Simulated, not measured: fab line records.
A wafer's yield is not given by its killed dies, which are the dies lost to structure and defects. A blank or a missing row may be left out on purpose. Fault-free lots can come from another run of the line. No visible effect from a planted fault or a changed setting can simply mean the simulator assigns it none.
Matching of chambers ; flow n5Finfet ; rieSi-01 running N5_FIN_SAQP_ETCH_65: 4 sister chambers
The step etches SiO2 in CF4, target depth 4 nm, time 4.4 s. 4 wafers are shown with their chamber, then 11 later ones without.

## EACH WAFER AND ITS CHAMBER
wafer;chamber;drypumpMotorCurrentA (A)
L086.4;3;6.8
L088.2;0;5.7
L088.5;2;5.5
L089.2;1;6.8

## WAFERS WITH NO CHAMBER GIVEN
wafer;drypumpMotorCurrentA (A)
L089.4;5.5
L089.5;5.7
L093.1;5.7
L093.3;6.8
L093.5;5.5
L094.1;5.7
L094.4;6.8
L094.5;6.7
L095.1;5.7
L095.2;5.5
L095.4;6.8

## EACH ONE'S CHAMBER
wafer;from the rows above;in truth
L089.4;2;2
L089.5;0;0
L093.1;0;0
L093.3;can't be placed: 1 or 3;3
L093.5;2;2
L094.1;0;0
L094.4;can't be placed: 1 or 3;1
L094.5;can't be placed: 1 or 3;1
L095.1;0;0
L095.2;2;2
L095.4;can't be placed: 1 or 3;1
Correctly placed: 7 of 11. These rows do not allow placing 4 (true chamber among the candidates in 4). Placed wrongly: 0.
How it was worked out, from the rows above alone: a wafer's distance from a chamber is the root of the sum, over the readings, of the square of ((its reading less the chamber's mean) divided by the reading's scatter). If the next closest chamber is less than 2 further off than the closest, the wafer can't be placed; otherwise it belongs to the closest. For every chamber, the mean is computed from those of its wafers that are shown. The scatter: root of mean squared gap, hidden wafer to nearest shown wafer, with one shown wafer a chamber.
